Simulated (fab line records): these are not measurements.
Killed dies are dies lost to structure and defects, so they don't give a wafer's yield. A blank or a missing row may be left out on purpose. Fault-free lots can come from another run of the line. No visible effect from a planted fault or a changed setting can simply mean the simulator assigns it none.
Chamber matching    flow n5-finfet    4 sister chambers for N5_BEOL_M7_ETCH_72 on rie-diel-02
The step etches underlayer in N2/H2, target depth 6.5 nm, time 5.2 s. 22 wafers are shown with their chamber, then 11 later ones without.

## WAFERS, EACH WITH ITS CHAMBER
wafer   chamber  throttle-valve-pct (%)  oes-product-au (a.u.)  showerhead-plenum-p-Torr (Torr)
L076.2  0        17.5                    0.72                   2.56
L076.3  1        17.7                    0.60                   2.51
L076.5  0        17.5                    0.72                   2.56
L078.1  0        17.5                    0.72                   2.56
L078.2  3        18.2                    0.59                   2.50
L078.6  0        17.5                    0.71                   2.56
L087.1  1        17.7                    0.59                   2.50
L087.2  0        17.5                    0.69                   2.55
L087.3  2        17.3                    0.79                   2.57
L087.4  0        17.5                    0.69                   2.55
L087.5  2        17.3                    0.77                   2.57
L087.6  1        17.8                    0.58                   2.50
L086.2  2        17.3                    0.76                   2.57
L086.4  1        17.7                    0.58                   2.50
L086.6  2        17.3                    0.78                   2.57
L085.1  2        17.3                    0.77                   2.57
L085.2  1        17.7                    0.60                   2.50
L085.3  0        17.5                    0.70                   2.55
L085.4  0        17.5                    0.70                   2.55
L085.5  2        17.3                    0.77                   2.57
L085.6  1        17.7                    0.59                   2.50
L088.1  2        17.3                    0.76                   2.56

SIGNATURES (averages over the wafers above)
reading                   chamber 0  chamber 1  chamber 2  chamber 3  scatter within a chamber
throttle-valve-pct        17.500     17.717     17.300     18.200     0.0215
oes-product-au            0.7062     0.5900     0.7714     0.5900     0.0112
showerhead-plenum-p-Torr  2.5550     2.5017     2.5686     2.5000     0.00453
Rule: a wafer's distance from a chamber is the root of the sum, over the readings, of the square of ((its reading less the chamber's mean) divided by the reading's scatter). The wafer belongs to the nearest chamber; if the next one is less than 2 further off, it can't be placed. The scatter: take each reading less its chamber's mean, square it, sum over the shown wafers, divide by the number of wafers less the number of chambers, and take the root.

## WAFERS WITHOUT THEIR CHAMBER
wafer   throttle-valve-pct (%)  oes-product-au (a.u.)  showerhead-plenum-p-Torr (Torr)
L088.5  17.3                    0.76                   2.56
L088.6  17.7                    0.59                   2.49
L091.1  17.8                    0.59                   2.49
L091.2  17.3                    0.76                   2.56
L091.6  17.8                    0.59                   2.49
L095.4  17.6                    0.68                   2.54
L095.5  17.3                    0.74                   2.56
L095.6  17.5                    0.68                   2.54
L096.4  17.3                    0.81                   2.49
L096.5  17.5                    0.67                   2.54
L096.6  17.4                    0.74                   2.56

## THE CHAMBER EACH PASSED THROUGH
wafer   from the rows above      in truth
L088.5  2                        2
L088.6  1                        1
L091.1  1                        1
L091.2  2                        2
L091.6  1                        1
L095.4  0                        0
L095.5  2                        2
L095.6  0                        0
L096.4  can't be placed: 2 or 0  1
L096.5  0                        0
L096.6  can't be placed: 0 or 2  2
Correctly placed: 9 of 11. Cannot be placed on the basis of these rows: 2; the candidates contain the true chamber in 1. Placed wrongly: 0.
